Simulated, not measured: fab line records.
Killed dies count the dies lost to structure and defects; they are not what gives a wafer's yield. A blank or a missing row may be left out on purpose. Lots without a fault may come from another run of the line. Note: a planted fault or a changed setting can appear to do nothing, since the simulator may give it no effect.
Comparing a struck lot with a sound one ; flow nand_harc ; 28 steps out of a route of 1159
Sound: the wafers L462.2, L462.3, L462.4. Wafers L471.1, L471.2, L471.4 were the ones struck. The cause is named last.
For every step that has rows: the tool of each side, followed by ch and its chambers, followed by its first start. Under that, the readings that differ: sound wafers ; struck wafers ; difference of the means ; sigmas: that difference in standard deviations of wafers without a fault.
alike: same words and numbers on both sides, and readings whose means sit less than 2 such deviations apart. not compared: any withheld reading, any reading some wafer has no value for, any bound like >300 that may hide the same value, and any number with overlapping values for which the record gives no deviation.
Wherever a step has rows on one side only, a row that says differs or no value, or a row with sigmas, the two part there. When numbers do not overlap yet have no deviation, they are printed without sigmas and do not part them. A reading that every wafer of one side lacks parts them only if that side has two wafers or more.

first, 6 steps without rows for these wafers: NHARC_A_ONON_D1_DEP_06 (target thk 1000 nm); NHARC_A_ONON_D1_DEP_09 (target thk 1000 nm); NHARC_A_ONON_D1_DEP_12 (target thk 1000 nm); NHARC_A_ONON_D1_ANNEAL_15 (time 3600 s); NHARC_A_ONON_D1_DEP_16 (target thk 1000 nm); NHARC_A_ONON_D1_DEP_19 (target thk 1000 nm).
NHARC_A_ONON_D1_DEP_22: target thk 1000 nm.
  sound on pecvd_onon-01 ch 0, day 8 15:29; struck on pecvd_onon-01 ch 0, day 11 02:35
  alike: sih4_flow_sccm
then, 20 steps without rows for these wafers: NHARC_A_ONON_D1_DEP_25 (target thk 1000 nm); NHARC_A_ONON_D1_DEP_28 (target thk 1000 nm); NHARC_A_ONON_D1_DEP_33 (deposits SiO2, target thk 200 nm); NHARC_A_CHANNEL_HOLE_D1_DEP_00 (deposits aC, target thk 3100 nm); NHARC_A_CHANNEL_HOLE_D1_DEP_01 (deposits SiON, target thk 140 nm); NHARC_A_CHANNEL_HOLE_D1_DEHYDRATE_02 (time 120 s); NHARC_A_CHANNEL_HOLE_D1_HMDS_03 (time 30 s); NHARC_A_CHANNEL_HOLE_D1_COAT_36 (time 75 s); NHARC_A_CHANNEL_HOLE_D1_COAT_37 (time 65 s); NHARC_A_CHANNEL_HOLE_D1_COAT_04 (resist thk 90 nm); NHARC_A_CHANNEL_HOLE_D1_SOFTBAKE_05 (time 55 s); NHARC_A_CHANNEL_HOLE_D1_EBR_06; NHARC_A_CHANNEL_HOLE_D1_EXPOSE_07 (exposes mask HOLE D1, target cd 100 nm); NHARC_A_CHANNEL_HOLE_D1_PEB_08 (peb time 65 s); NHARC_A_CHANNEL_HOLE_D1_DEVELOP_09 (develop time 35 s); NHARC_A_CHANNEL_HOLE_D1_DESCUM_15 (chemistry O2, time 3 s); NHARC_A_CHANNEL_HOLE_D1_ETCH_38 (etches the open film in CF4, target depth 39 nm, time 65 s); NHARC_A_CHANNEL_HOLE_D1_ETCH_39 (etches the open film in N2/H2, target depth 260 nm, time 325 s); NHARC_A_CHANNEL_HOLE_D1_ETCH_34 (etches the open film in CF4/CHF3, target depth 154 nm, time 77 s); NHARC_A_CHANNEL_HOLE_D1_ETCH_16 (etches the open film in O2/COS, target depth 3100 nm, time 806 s).
-- the record jumps here: 11 days lie between the struck wafers' starts before and after (it left off in module A_CHANNEL_HOLE_D1 and takes up again in module END, whose first step shown is number 1159 of the route) --
NHARC_END_SORT_01:
  the record has rows for the struck wafers here (prober-02 ch 0, day 22 05:35) and none for the sound ones

## WHERE THEY PART
NHARC_END_SORT_01 only, going by this record.

WHY: whatever the simulator had introduced
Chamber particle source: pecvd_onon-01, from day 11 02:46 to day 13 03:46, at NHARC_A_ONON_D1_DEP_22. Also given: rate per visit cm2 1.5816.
